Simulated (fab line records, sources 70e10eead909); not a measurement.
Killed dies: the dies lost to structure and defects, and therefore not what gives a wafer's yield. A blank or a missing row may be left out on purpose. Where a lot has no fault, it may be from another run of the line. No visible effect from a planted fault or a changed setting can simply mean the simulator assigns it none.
Chamber matching    flow nandHarc    4 sister chambers for NHARC_A_WL_FILL_ALD_00 on aldHk-03
The step deposits Al2O3, target thk 3 nm, pulse time 3 s, ald cycles 30. 16 wafers are shown with their chamber, then 8 later ones without.

## WAFERS PAIRED WITH THEIR CHAMBERS
wafer   chamber  heaterPowerW (W)  precursorPulseHeightRel
L074.2  1        430               0.985
L074.4  3        402               0.979
L074.5  1        428               1.018
L080.1  1        436               0.999
L080.3  0        431               1.003
L080.5  0        429               0.999
L079.1  1        417               0.968
L079.3  0        423               0.971
L079.4  2        470               0.960
L081.1  0        438               0.988
L081.2  3        419               0.991
L081.4  2        487               0.999
L081.3  1        417               0.990
L081.5  3        411               1.001
L081.6  0        430               0.991
L082.3  3        413               1.026

SIGNATURES (means of the wafers above)
reading                  chamber 0  chamber 1  chamber 2  chamber 3  scatter within a chamber
heaterPowerW             430.20     425.60     478.50     411.25     7.58
precursorPulseHeightRel  0.99040    0.99200    0.97950    0.99925    0.0181
Rule: a wafer lies at a distance from a chamber equal to the root of the sum of squares, over the readings, of (its reading less the chamber's mean, divided by the reading's scatter). If the next closest chamber is less than 2 further off than the closest, the wafer can't be placed; otherwise it belongs to the closest. The scatter: take each reading less its chamber's mean, square it, sum over the shown wafers, divide by the number of wafers less the number of chambers, and take the root.

## WAFERS WITH NO CHAMBER GIVEN
wafer   heaterPowerW (W)  precursorPulseHeightRel
L082.4  474               0.995
L082.6  431               0.975
L087.3  449               0.979
L087.4  457               1.027
L087.6  456               1.019
L090.2  434               0.987
L090.5  419               0.976
L090.6  454               0.984

## CHAMBER TAKEN BY EACH
wafer   from the rows above           in truth
L082.4  2                             2
L082.6  can't be placed: 0 or 1       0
L087.3  can't be placed: 0 or 1 or 2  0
L087.4  can't be placed: 2 or 0 or 1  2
L087.6  can't be placed: 2 or 0 or 1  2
L090.2  can't be placed: 0 or 1       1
L090.5  can't be placed: 1 or 3 or 0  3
L090.6  can't be placed: 0 or 2 or 1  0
1 of 8 placed correctly. These rows do not allow placing 7 (true chamber among the candidates in 7). Placed wrongly: 0.
